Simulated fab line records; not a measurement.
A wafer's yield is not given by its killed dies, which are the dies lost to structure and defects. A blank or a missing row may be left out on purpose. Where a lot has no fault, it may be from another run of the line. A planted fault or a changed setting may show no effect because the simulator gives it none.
Chamber matching    flow nand harc    NHARC_P_CONTACT_ETCH_35 on rie diel-02 has 4 sister chambers
The step etches the open film in CF4, target depth 39 nm, time 65 s. 22 wafers are shown with their chamber, then 11 later ones without.

== WAFERS PAIRED WITH THEIR CHAMBERS ==
wafer   chamber  showerhead plenum p Torr (Torr)  drypump motor current A (A)  rf vpp V (V)
L074.1  1        1.89                             6.1                          152.2
L074.2  3        1.81                             6.1                          151.3
L074.5  1        1.89                             6.1                          152.7
L075.1  2        1.73                             5.9                          149.8
L075.3  0        1.89                             5.8                          153.6
L075.6  0        1.89                             5.8                          153.4
L079.3  1        1.89                             6.1                          152.3
L079.4  2        1.73                             5.9                          150.2
L079.5  0        1.89                             5.7                          152.0
L080.1  0        1.89                             5.8                          153.1
L080.4  0        1.89                             5.7                          153.6
L080.6  2        1.73                             5.9                          149.7
L084.1  1        1.89                             6.1                          153.0
L084.2  2        1.73                             5.9                          151.2
L084.3  0        1.89                             5.8                          152.3
L087.4  1        1.89                             6.1                          152.8
L087.5  3        1.80                             6.1                          152.2
L087.6  0        1.89                             5.7                          153.0
L089.2  0        1.89                             5.7                          152.2
L089.4  3        1.80                             6.1                          150.9
L089.6  0        1.89                             5.8                          153.1
L091.2  1        1.89                             6.1                          153.0

SIGNATURES (averages over the wafers above)
reading                   chamber 0  chamber 1  chamber 2  chamber 3  scatter within a chamber
showerhead plenum p Torr  1.8900     1.8900     1.7300     1.8033     0.00192
drypump motor current A   5.756      6.100      5.900      6.100      0.0351
rf vpp V                  152.922    152.667    150.225    151.467    0.571
Rule: for each reading, subtract the chamber's mean from the wafer's reading, divide by that reading's scatter and square the result; add these up over the readings and take the root, which gives the wafer's distance from the chamber. The wafer belongs to the nearest chamber; if the next one is less than 2 further off, it can't be placed. How the scatter is found: for the shown wafers, subtract from each reading the mean of its chamber, square and add these, divide the total by (wafers less chambers), then take the root.

== WAFERS WITH NO CHAMBER GIVEN ==
wafer   showerhead plenum p Torr (Torr)  drypump motor current A (A)  rf vpp V (V)
L091.3  1.89                             5.8                          151.8
L091.4  1.80                             6.1                          152.4
L093.2  1.89                             5.7                          151.4
L093.4  1.80                             6.1                          151.1
L093.5  1.89                             6.1                          152.3
L094.1  1.89                             5.7                          151.7
L094.2  1.89                             6.1                          153.4
L094.3  1.73                             5.9                          150.3
L096.3  1.80                             6.1                          151.9
L096.4  1.89                             5.8                          151.2
L096.6  1.80                             6.1                          151.5

== EACH ONE'S CHAMBER ==
wafer   from the rows above  in truth
L091.3  0                    0
L091.4  3                    3
L093.2  0                    0
L093.4  3                    3
L093.5  1                    1
L094.1  0                    0
L094.2  1                    1
L094.3  2                    2
L096.3  3                    3
L096.4  0                    0
L096.6  3                    3
Correct placement for 11 of the 11. Not placeable from these rows: 0. 0 placed wrongly.
